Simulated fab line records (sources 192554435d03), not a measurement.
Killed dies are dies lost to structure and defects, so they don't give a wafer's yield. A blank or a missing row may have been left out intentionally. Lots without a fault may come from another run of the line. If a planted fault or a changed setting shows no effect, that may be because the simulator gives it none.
Matching of chambers    flow n5_finfet    ald_sin-03 running N5_BEOL_M3_ALD_98: 4 sister chambers
The step deposits SiO2, target thk 2.5 nm, pulse time 1 s, co reactant pulse time 1 s. 18 wafers are shown with their chamber, then 9 later ones without.

EACH WAFER AND ITS CHAMBER
wafer   chamber  heater_power_w (W)  precursor_pulse_height_rel
L078.1  2        72                  0.998
L078.2  1        85                  0.988
L078.3  0        84                  0.985
L078.4  3        87                  1.024
L078.5  0        84                  0.982
L078.6  3        88                  1.015
L083.1  1        83                  0.989
L083.2  3        87                  0.960
L083.3  2        69                  1.028
L089.1  1        85                  0.989
L089.2  3        86                  0.995
L089.3  0        83                  1.023
L089.4  2        70                  0.999
L089.5  0        87                  0.988
L089.6  3        90                  0.980
L093.1  0        84                  0.988
L093.3  1        85                  0.978
L093.4  2        71                  1.013

SIGNATURES (means of the wafers above)
reading                     chamber 0  chamber 1  chamber 2  chamber 3  scatter within a chamber
heater_power_w              84.40      84.50      70.50      87.60      1.37
precursor_pulse_height_rel  0.99320    0.98600    1.00950    0.99480    0.0179
Rule: for a wafer and a chamber, the distance is found by dividing, reading by reading, the gap between the wafer's reading and the chamber's mean by the reading's scatter, squaring, summing and taking the root. The wafer belongs to the nearest chamber; if the next one is less than 2 further off, it can't be placed. The scatter is the square root of a quotient: the sum, over the shown wafers, of each reading's squared deviation from its chamber's mean, divided by wafers minus chambers.

WAFERS WITHOUT THEIR CHAMBER
wafer   heater_power_w (W)  precursor_pulse_height_rel
L092.1  89                  1.017
L092.2  72                  0.989
L092.4  82                  1.022
L094.1  85                  0.982
L094.5  71                  1.003
L094.6  88                  1.025
L096.1  71                  1.031
L096.4  86                  1.010
L096.5  68                  0.989

EACH ONE'S CHAMBER
wafer   from the rows above           in truth
L092.1  can't be placed: 3 or 0       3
L092.2  2                             2
L092.4  can't be placed: 0 or 1 or 3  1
L094.1  can't be placed: 1 or 0 or 3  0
L094.5  2                             2
L094.6  can't be placed: 3 or 0 or 1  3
L096.1  2                             2
L096.4  can't be placed: 3 or 0 or 1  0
L096.5  2                             2
Correctly placed: 4 of 9. Cannot be placed on the basis of these rows: 5; the candidates contain the true chamber in 5. Placed wrongly: 0.
